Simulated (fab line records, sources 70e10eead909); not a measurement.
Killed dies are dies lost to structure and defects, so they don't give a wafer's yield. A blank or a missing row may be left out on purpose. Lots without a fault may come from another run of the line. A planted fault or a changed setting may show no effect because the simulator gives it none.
Chamber matching | flow nand_harc | NHARC_A_STAIRCASE_DEP_156 on pecvd-01: 3 sister chambers
The step deposits SiNx, target thk 50 nm. 6 wafers are shown with their chamber, then 7 later ones without.

WAFERS WITH THEIR CHAMBER
wafer  | chamber | heater_power_w (W) | heater_power_outer_w (W)
L484.3 | 2       | 780                | 442
L490.1 | 0       | 819                | 510
L490.5 | 2       | 858                | 502
L490.6 | 1       | 538                | 276
L492.1 | 1       | 508                | 245
L492.3 | 0       | 693                | 401

WAFERS WITHOUT THEIR CHAMBER
wafer  | heater_power_w (W) | heater_power_outer_w (W)
L492.5 | 687                | 430
L499.2 | 663                | 349
L499.4 | 664                | 349
L499.6 | 770                | 477
L502.2 | 776                | 503
L502.3 | 598                | 308
L502.5 | 613                | 312

WHICH CHAMBER EACH WENT THROUGH
wafer  | from the rows above          | in truth
L492.5 | can't be placed: 0 or 2      | 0
L499.2 | can't be placed: 0 or 1 or 2 | 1
L499.4 | can't be placed: 0 or 1 or 2 | 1
L499.6 | can't be placed: 0 or 2      | 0
L502.2 | can't be placed: 2 or 0      | 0
L502.3 | 1                            | 1
L502.5 | can't be placed: 1 or 0      | 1
Placed correctly: 1 of 7. Can't be placed from these rows: 6 (the true chamber is among the candidates in 6). Placed wrongly: 0.
How it was worked out, from the rows above alone: a wafer's distance from a chamber is the root of the sum, over the readings, of the square of ((its reading less the chamber's mean) divided by the reading's scatter). The wafer belongs to the nearest chamber; if the next one is less than 2 further off, it can't be placed. A chamber's mean is the mean of its shown wafers. The scatter: the root of (the sum of the squares of (reading less its chamber's mean) over the shown wafers, divided by (wafers less chambers)).
